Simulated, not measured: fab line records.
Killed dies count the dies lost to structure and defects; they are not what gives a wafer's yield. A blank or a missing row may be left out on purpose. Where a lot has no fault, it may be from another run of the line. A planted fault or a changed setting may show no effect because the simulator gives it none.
A struck lot beside a sound one + flow nand-harc + 15 steps out of a route of 1302
Sound: wafers L139.1, L139.4, L139.6. Struck: wafer L123.3 (left out: L123.5, a lot-mate that was not struck); the cause follows at the end.
Order at every step that has rows: each side's tool, ch and its chambers, its first start. Under that, the readings that differ: sound wafers + struck wafers + difference of the means + sigmas: that difference in standard deviations of wafers without a fault.
alike: a reading whose means differ by less than 2 such deviations, as well as words and numbers matching on both sides. not compared: withheld readings; readings where some wafer has no value; bounds like >300 that might hide an equal value; numbers whose values overlap and for which the record gives no deviation.
Wherever a step has rows on one side only, a row that says differs or no value, or a row with sigmas, the two part there. When numbers do not overlap yet have no deviation, they are printed without sigmas and do not part them. A reading that every wafer of one side lacks parts them only if that side has two wafers or more.

first, 4 steps without rows for these wafers: NHARC_A_DECK1_JOINT_CURE_26 (time 32 s); NHARC_A_DECK1_JOINT_ANNEAL_27 (time 3600 s); NHARC_A_DECK1_JOINT_ANNEAL_28 (time 1800 s); NHARC_A_DECK1_JOINT_ANNEAL_29 (time 1800 s).
NHARC_A_DECK1_JOINT_CMP_02: polishes SiOx.
  sound on cmp-03 ch 0,2,3, day 20 02:38; struck on cmp-04 ch 1, day 13 13:53
  alike: motor-current-A
next, for these wafers, 1 step has no rows: NHARC_A_DECK1_JOINT_SRD_15.
NHARC_A_DECK1_JOINT_DEP_16: deposits SiO2, target thk 45 nm.
  sound on pecvd-02 ch 0,1, day 20 02:59; struck on pecvd-01 ch 0, day 13 14:15
| reading            | sound             | struck | difference | sigmas |
|--------------------|-------------------|--------|------------|--------|
| rf-fwd-power-W (W) | 898.3 900.5 898.8 | 891.4  | -7.8       | -3     |
  alike: heater-power-outer-w, heater-power-w, throttle-valve-pct
NHARC_A_DECK1_JOINT_THK_MEAS_17: measures by ellipsometry.
  sound on film-metro-01, day 20 03:16; struck on film-metro-01, day 13 14:28
  alike: thk-nm
NHARC_A_DECK1_JOINT_INSPECT_05:
  sound on defect-inspect-02, day 20 03:19; struck on defect-inspect-02, day 13 14:31
  alike: raw-defect-count
then NHARC_A_ONON_D2_DEP_00 (target thk 1000 nm), 1 step lacking rows for these wafers.
NHARC_A_ONON_D2_THK_MEAS_02: measures by ellipsometry.
  sound on film-metro-02, day 20 03:54; struck on film-metro-01, day 13 15:05
  alike: thk-nm
NHARC_A_ONON_D2_DEP_03: target thk 1000 nm.
  sound on pecvd-onon-04 ch 0, day 20 03:57; struck on pecvd-onon-04 ch 0, day 13 15:16
NHARC_A_ONON_D2_THK_MEAS_05: measures by ellipsometry.
  sound on film-metro-02, day 20 04:28; struck on film-metro-01, day 13 15:39
| reading     | sound       | struck | difference | sigmas |
|-------------|-------------|--------|------------|--------|
| thk-nm (nm) | 994 994 996 | 1744   | +749       | +68    |
then NHARC_A_ONON_D2_DEP_06 (target thk 1000 nm), 1 step lacking rows for these wafers.
-- the record jumps here: 12 days lie between the struck wafers' starts before and after (it left off in module A_ONON_D2 and takes up again in module END, whose first step shown is number 1302 of the route) --
NHARC_END_SORT_01:
  sound on prober-02 ch 0, day 32 00:16; struck on prober-01 ch 0, day 25 09:08
| reading         | sound    | struck | difference | sigmas |
|-----------------|----------|--------|------------|--------|
| killed-at-array | 28 37 33 | 673    | +640       | +32    |
| killed-dies     | 36 38 38 | 677    | +640       | +32    |
  alike: killed-at-other, killed-at-periphery, killed-open, killed-short

## WHERE THEY PART
At NHARC_A_DECK1_JOINT_DEP_16 first; at NHARC_END_SORT_01 last (within this record only).

WHY: what the simulator had put in
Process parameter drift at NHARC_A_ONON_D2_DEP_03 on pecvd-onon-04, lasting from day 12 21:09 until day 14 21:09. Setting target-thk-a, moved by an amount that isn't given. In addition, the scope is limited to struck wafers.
